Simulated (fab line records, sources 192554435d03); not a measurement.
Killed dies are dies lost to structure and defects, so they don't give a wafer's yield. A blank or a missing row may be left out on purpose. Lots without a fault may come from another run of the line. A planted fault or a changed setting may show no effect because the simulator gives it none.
Chamber matching | flow n5_finfet | N5_BEOL_M5_ETCH_72 on rie_diel-04: 4 sister chambers
The step etches underlayer in N2/H2, target depth 6.5 nm, time 5.2 s. 4 wafers are shown with their chamber, then 12 later ones without.

WAFERS WITH THEIR CHAMBER
wafer  | chamber | drypump_motor_current_A (A)
L085.2 | 3       | 6.6
L085.6 | 0       | 5.7
L087.5 | 1       | 6.5
L087.6 | 2       | 5.7

WAFERS WITHOUT THEIR CHAMBER
wafer  | drypump_motor_current_A (A)
L088.1 | 6.6
L088.3 | 5.7
L088.4 | 6.5
L091.2 | 5.7
L091.3 | 6.6
L091.6 | 5.7
L093.3 | 6.6
L093.4 | 6.6
L093.6 | 6.6
L094.1 | 5.8
L094.5 | 6.5
L094.6 | 5.7

WHICH CHAMBER EACH WENT THROUGH
wafer  | from the rows above     | in truth
L088.1 | 3                       | 3
L088.3 | can't be placed: 0 or 2 | 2
L088.4 | 1                       | 1
L091.2 | can't be placed: 0 or 2 | 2
L091.3 | 3                       | 3
L091.6 | can't be placed: 0 or 2 | 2
L093.3 | 3                       | 3
L093.4 | 3                       | 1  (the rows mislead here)
L093.6 | 3                       | 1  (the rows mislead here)
L094.1 | can't be placed: 0 or 2 | 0
L094.5 | 1                       | 1
L094.6 | can't be placed: 0 or 2 | 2
Placed correctly: 5 of 12. Can't be placed from these rows: 5 (the true chamber is among the candidates in 5). Placed wrongly: 2.
How it was worked out, from the rows above alone: a wafer's distance from a chamber is the root of the sum, over the readings, of the square of ((its reading less the chamber's mean) divided by the reading's scatter). The wafer belongs to the nearest chamber; if the next one is less than 2 further off, it can't be placed. A chamber's mean is the mean of its shown wafers. The scatter: with one shown wafer a chamber, the root of the mean of the squares of how far each hidden wafer lies from its nearest shown one.
